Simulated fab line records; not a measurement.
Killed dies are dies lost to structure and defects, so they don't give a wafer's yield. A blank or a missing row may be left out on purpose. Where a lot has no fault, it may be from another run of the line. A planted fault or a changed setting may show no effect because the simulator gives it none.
What tool caused it? || flow n5Finfet || 20 lots, 60 wafers sampled, at 2 steps of a route of 1938

## WHAT THE GAUGES SHOWED, per wafer
N5_BEOL_M0_OCD_MEAS_108. Usual: 32.9 nm for trenchDepthNm, sd 0.74.
{"lot": "L075", "measured": "day 6 03:55", "on": "ocd-01", "trenchDepthNm (nm)": "33.3 33.1 31.7", "flag": ""}
{"lot": "L076", "measured": "day 6 10:37", "on": "ocd-02", "trenchDepthNm (nm)": "32.5 32.5 31.8", "flag": ""}
{"lot": "L077", "measured": "day 6 18:47", "on": "ocd-02", "trenchDepthNm (nm)": "34.2 33.1 32.4", "flag": ""}
{"lot": "L078", "measured": "day 6 20:29", "on": "ocd-02", "trenchDepthNm (nm)": "31.9 33.7 33.6", "flag": ""}
{"lot": "L080", "measured": "day 7 06:07", "on": "ocd-01", "trenchDepthNm (nm)": "33.5 31.4 33.9", "flag": ""}
{"lot": "L079", "measured": "day 7 06:11", "on": "ocd-01", "trenchDepthNm (nm)": "33.9 33.8 31.9", "flag": ""}
{"lot": "L082", "measured": "day 7 21:43", "on": "ocd-02", "trenchDepthNm (nm)": "32.4 33.3 32.9", "flag": ""}
{"lot": "L081", "measured": "day 7 21:49", "on": "ocd-01", "trenchDepthNm (nm)": "32.2 33.4 33.0", "flag": ""}
{"lot": "L083", "measured": "day 8 04:18", "on": "ocd-02", "trenchDepthNm (nm)": "32.7 33.4 33.3", "flag": ""}
{"lot": "L084", "measured": "day 8 10:26", "on": "ocd-01", "trenchDepthNm (nm)": "33.2 32.1 33.3", "flag": ""}
{"lot": "L085", "measured": "day 9 00:17", "on": "ocd-02", "trenchDepthNm (nm)": "32.8 33.8 33.8", "flag": ""}
{"lot": "L086", "measured": "day 9 05:55", "on": "ocd-02", "trenchDepthNm (nm)": "32.3 32.6 32.4", "flag": ""}
{"lot": "L087", "measured": "day 9 05:59", "on": "ocd-01", "trenchDepthNm (nm)": "32.2 33.8 32.1", "flag": ""}
{"lot": "L088", "measured": "day 9 07:13", "on": "ocd-02", "trenchDepthNm (nm)": "34.1 32.4 33.9", "flag": ""}
{"lot": "L089", "measured": "day 9 16:18", "on": "ocd-01", "trenchDepthNm (nm)": "33.1 31.1 33.3", "flag": ""}
{"lot": "L090", "measured": "day 9 20:14", "on": "ocd-02", "trenchDepthNm (nm)": "33.7 32.6 33.2", "flag": ""}
{"lot": "L091", "measured": "day 10 05:05", "on": "ocd-02", "trenchDepthNm (nm)": "32.9 32.8 32.8", "flag": ""}
{"lot": "L093", "measured": "day 10 15:10", "on": "ocd-02", "trenchDepthNm (nm)": "32.8 33.7 33.7", "flag": ""}
{"lot": "L094", "measured": "day 10 21:56", "on": "ocd-02", "trenchDepthNm (nm)": "32.7 33.2 33.8", "flag": ""}
{"lot": "L097", "measured": "day 11 15:29", "on": "ocd-02", "trenchDepthNm (nm)": "32.5 31.9 32.5", "flag": ""}

## TOOL THAT RAN EACH LOT (tool first, then ch and the chambers of the sampled wafers, then the start)
{"lot": "L075", "N5_BEOL_M0_STRIP_104": "rieDiel-04 ch 0,1,3, day 6 03:38"}
{"lot": "L076", "N5_BEOL_M0_STRIP_104": "rieDiel-01 ch 0,2,3, day 6 10:19"}
{"lot": "L077", "N5_BEOL_M0_STRIP_104": "rieDiel-03 ch 0,2, day 6 18:31"}
{"lot": "L078", "N5_BEOL_M0_STRIP_104": "rieDiel-04 ch 0,1,2, day 6 20:05"}
{"lot": "L080", "N5_BEOL_M0_STRIP_104": "rieDiel-04 ch 0,1,2, day 7 05:46"}
{"lot": "L079", "N5_BEOL_M0_STRIP_104": "rieDiel-03 ch 0,2, day 7 05:54"}
{"lot": "L082", "N5_BEOL_M0_STRIP_104": "rieDiel-04 ch 0,1,2, day 7 21:06"}
{"lot": "L081", "N5_BEOL_M0_STRIP_104": "rieDiel-03 ch 1,2,3, day 7 21:08"}
{"lot": "L083", "N5_BEOL_M0_STRIP_104": "rieDiel-01 ch 0,2, day 8 04:02"}
{"lot": "L084", "N5_BEOL_M0_STRIP_104": "rieDiel-03 ch 0,2,3, day 8 10:06"}
{"lot": "L085", "N5_BEOL_M0_STRIP_104": "rieDiel-04 ch 0,3, day 9 00:01"}
{"lot": "L086", "N5_BEOL_M0_STRIP_104": "rieDiel-04 ch 0,2, day 9 05:39"}
{"lot": "L087", "N5_BEOL_M0_STRIP_104": "rieDiel-04 ch 0,2,3, day 9 05:43"}
{"lot": "L088", "N5_BEOL_M0_STRIP_104": "rieDiel-03 ch 1,2,3, day 9 06:56"}
{"lot": "L089", "N5_BEOL_M0_STRIP_104": "rieDiel-04 ch 0,1,2, day 9 16:02"}
{"lot": "L090", "N5_BEOL_M0_STRIP_104": "rieDiel-01 ch 1,3, day 9 19:35"}
{"lot": "L091", "N5_BEOL_M0_STRIP_104": "rieDiel-04 ch 0,1, day 10 04:49"}
{"lot": "L093", "N5_BEOL_M0_STRIP_104": "rieDiel-04 ch 0,2, day 10 14:49"}
{"lot": "L094", "N5_BEOL_M0_STRIP_104": "rieDiel-01 ch 1,3, day 10 21:40"}
{"lot": "L097", "N5_BEOL_M0_STRIP_104": "rieDiel-03 ch 0,1,2, day 11 14:59"}
- N5_BEOL_M0_STRIP_104: strips in N2/H2.

## WHAT THE TOOLS THEMSELVES READ (means of the sampled wafers that have a number; where no wafer has one, the mark that the record gives instead)
N5_BEOL_M0_STRIP_104. Usual: for biasPowerW, 6.999 W with a standard deviation of 0.021; for drypumpMotorCurrentA, 5.6 A with a standard deviation of 0.4; for n2FlowSccm, 200.1 sccm with a standard deviation of 0.56; for oesProductAu, 0.80 a.u. with a standard deviation of 0.094; for rfVppV, 59.1 V with a standard deviation of 1.5; for showerheadPlenumPTorr, 2.51 Torr with a standard deviation of 0.058; for throttleValvePct, 23.4 % with a standard deviation of 0.34.
{"lot": "L075", "tool": "rieDiel-04", "biasPowerW (W)": 7.011, "drypumpMotorCurrentA (A)": 5.5, "n2FlowSccm (sccm)": 200.0, "oesProductAu (a.u.)": 0.82, "rfVppV (V)": 59.1, "showerheadPlenumPTorr (Torr)": 2.48, "throttleValvePct (%)": 23.5, "flag": ""}
{"lot": "L076", "tool": "rieDiel-01", "biasPowerW (W)": 6.998, "drypumpMotorCurrentA (A)": 5.7, "n2FlowSccm (sccm)": 200.2, "oesProductAu (a.u.)": 0.72, "rfVppV (V)": 59.7, "showerheadPlenumPTorr (Torr)": 2.52, "throttleValvePct (%)": 23.5, "flag": ""}
{"lot": "L077", "tool": "rieDiel-03", "biasPowerW (W)": 6.990, "drypumpMotorCurrentA (A)": 6.1, "n2FlowSccm (sccm)": 200.6, "oesProductAu (a.u.)": 0.81, "rfVppV (V)": 61.3, "showerheadPlenumPTorr (Torr)": 2.54, "throttleValvePct (%)": 23.3, "flag": ""}
{"lot": "L078", "tool": "rieDiel-04", "biasPowerW (W)": 6.986, "drypumpMotorCurrentA (A)": 5.7, "n2FlowSccm (sccm)": 200.2, "oesProductAu (a.u.)": 0.86, "rfVppV (V)": 57.4, "showerheadPlenumPTorr (Torr)": 2.48, "throttleValvePct (%)": 23.2, "flag": ""}
{"lot": "L080", "tool": "rieDiel-04", "biasPowerW (W)": 7.012, "drypumpMotorCurrentA (A)": 5.6, "n2FlowSccm (sccm)": 200.0, "oesProductAu (a.u.)": 0.83, "rfVppV (V)": 59.3, "showerheadPlenumPTorr (Torr)": 2.48, "throttleValvePct (%)": 23.2, "flag": ""}
{"lot": "L079", "tool": "rieDiel-03", "biasPowerW (W)": 7.002, "drypumpMotorCurrentA (A)": 5.9, "n2FlowSccm (sccm)": 199.9, "oesProductAu (a.u.)": 0.88, "rfVppV (V)": 61.4, "showerheadPlenumPTorr (Torr)": 2.57, "throttleValvePct (%)": 23.2, "flag": ""}
{"lot": "L082", "tool": "rieDiel-04", "biasPowerW (W)": 6.993, "drypumpMotorCurrentA (A)": 5.7, "n2FlowSccm (sccm)": 200.1, "oesProductAu (a.u.)": 0.84, "rfVppV (V)": 58.9, "showerheadPlenumPTorr (Torr)": 2.47, "throttleValvePct (%)": 23.2, "flag": ""}
{"lot": "L081", "tool": "rieDiel-03", "biasPowerW (W)": 7.004, "drypumpMotorCurrentA (A)": 5.4, "n2FlowSccm (sccm)": 200.3, "oesProductAu (a.u.)": 0.85, "rfVppV (V)": 60.5, "showerheadPlenumPTorr (Torr)": 2.56, "throttleValvePct (%)": 23.5, "flag": ""}
{"lot": "L083", "tool": "rieDiel-01", "biasPowerW (W)": 6.982, "drypumpMotorCurrentA (A)": 5.8, "n2FlowSccm (sccm)": 199.9, "oesProductAu (a.u.)": 0.80, "rfVppV (V)": 60.0, "showerheadPlenumPTorr (Torr)": 2.44, "throttleValvePct (%)": 23.3, "flag": ""}
{"lot": "L084", "tool": "rieDiel-03", "biasPowerW (W)": 7.023, "drypumpMotorCurrentA (A)": 5.8, "n2FlowSccm (sccm)": 199.9, "oesProductAu (a.u.)": 0.77, "rfVppV (V)": 59.2, "showerheadPlenumPTorr (Torr)": 2.54, "throttleValvePct (%)": 23.5, "flag": ""}
{"lot": "L085", "tool": "rieDiel-04", "biasPowerW (W)": 7.012, "drypumpMotorCurrentA (A)": 5.7, "n2FlowSccm (sccm)": 200.9, "oesProductAu (a.u.)": 0.72, "rfVppV (V)": 58.2, "showerheadPlenumPTorr (Torr)": 2.46, "throttleValvePct (%)": 23.3, "flag": ""}
{"lot": "L086", "tool": "rieDiel-04", "biasPowerW (W)": 6.999, "drypumpMotorCurrentA (A)": 5.9, "n2FlowSccm (sccm)": 200.2, "oesProductAu (a.u.)": 0.76, "rfVppV (V)": 59.3, "showerheadPlenumPTorr (Torr)": 2.46, "throttleValvePct (%)": 23.0, "flag": ""}
{"lot": "L087", "tool": "rieDiel-04", "biasPowerW (W)": 7.020, "drypumpMotorCurrentA (A)": 5.5, "n2FlowSccm (sccm)": 200.1, "oesProductAu (a.u.)": 0.77, "rfVppV (V)": 59.2, "showerheadPlenumPTorr (Torr)": 2.46, "throttleValvePct (%)": 23.2, "flag": ""}
{"lot": "L088", "tool": "rieDiel-03", "biasPowerW (W)": 7.006, "drypumpMotorCurrentA (A)": 5.4, "n2FlowSccm (sccm)": 199.7, "oesProductAu (a.u.)": 0.82, "rfVppV (V)": 59.5, "showerheadPlenumPTorr (Torr)": 2.56, "throttleValvePct (%)": 23.6, "flag": ""}
{"lot": "L089", "tool": "rieDiel-04", "biasPowerW (W)": 7.005, "drypumpMotorCurrentA (A)": 5.7, "n2FlowSccm (sccm)": 199.6, "oesProductAu (a.u.)": 0.81, "rfVppV (V)": 57.3, "showerheadPlenumPTorr (Torr)": 2.47, "throttleValvePct (%)": 23.2, "flag": ""}
{"lot": "L090", "tool": "rieDiel-01", "biasPowerW (W)": 6.981, "drypumpMotorCurrentA (A)": 5.6, "n2FlowSccm (sccm)": 200.0, "oesProductAu (a.u.)": 0.78, "rfVppV (V)": 58.8, "showerheadPlenumPTorr (Torr)": 2.58, "throttleValvePct (%)": 23.2, "flag": ""}
{"lot": "L091", "tool": "rieDiel-04", "biasPowerW (W)": 6.991, "drypumpMotorCurrentA (A)": 5.6, "n2FlowSccm (sccm)": 199.7, "oesProductAu (a.u.)": 0.82, "rfVppV (V)": 58.8, "showerheadPlenumPTorr (Torr)": 2.48, "throttleValvePct (%)": 23.5, "flag": ""}
{"lot": "L093", "tool": "rieDiel-04", "biasPowerW (W)": 6.973, "drypumpMotorCurrentA (A)": 5.7, "n2FlowSccm (sccm)": 199.8, "oesProductAu (a.u.)": 0.78, "rfVppV (V)": 58.6, "showerheadPlenumPTorr (Torr)": 2.45, "throttleValvePct (%)": 23.0, "flag": ""}
{"lot": "L094", "tool": "rieDiel-01", "biasPowerW (W)": 6.984, "drypumpMotorCurrentA (A)": 5.4, "n2FlowSccm (sccm)": 200.4, "oesProductAu (a.u.)": 0.74, "rfVppV (V)": 58.5, "showerheadPlenumPTorr (Torr)": 2.59, "throttleValvePct (%)": 23.3, "flag": ""}
{"lot": "L097", "tool": "rieDiel-03", "biasPowerW (W)": 7.005, "drypumpMotorCurrentA (A)": 5.7, "n2FlowSccm (sccm)": 200.4, "oesProductAu (a.u.)": 0.81, "rfVppV (V)": 58.4, "showerheadPlenumPTorr (Torr)": 2.55, "throttleValvePct (%)": 23.4, "flag": ""}

## THE ANSWER, worked out from the rows above alone
Rule: a lot is off if the mean of its wafers that have a number lies more than 3 standard deviations from the usual mean. Also off: a lot with no number at a reading for which 4 or more lots have one. All remaining lots with rows at the step are treated as sound. After the gauges, taken in route order, come the tools' own readings; for these a lot's mean is taken, as printed above. The first step at which some lot is off is used, and at that step the reading that is off furthest; a lot without a number counts as furthest.
No lot is off on any of the readings shown, so nothing can be concluded from this.

## WHAT WAS PUT IN BY THE SIMULATOR
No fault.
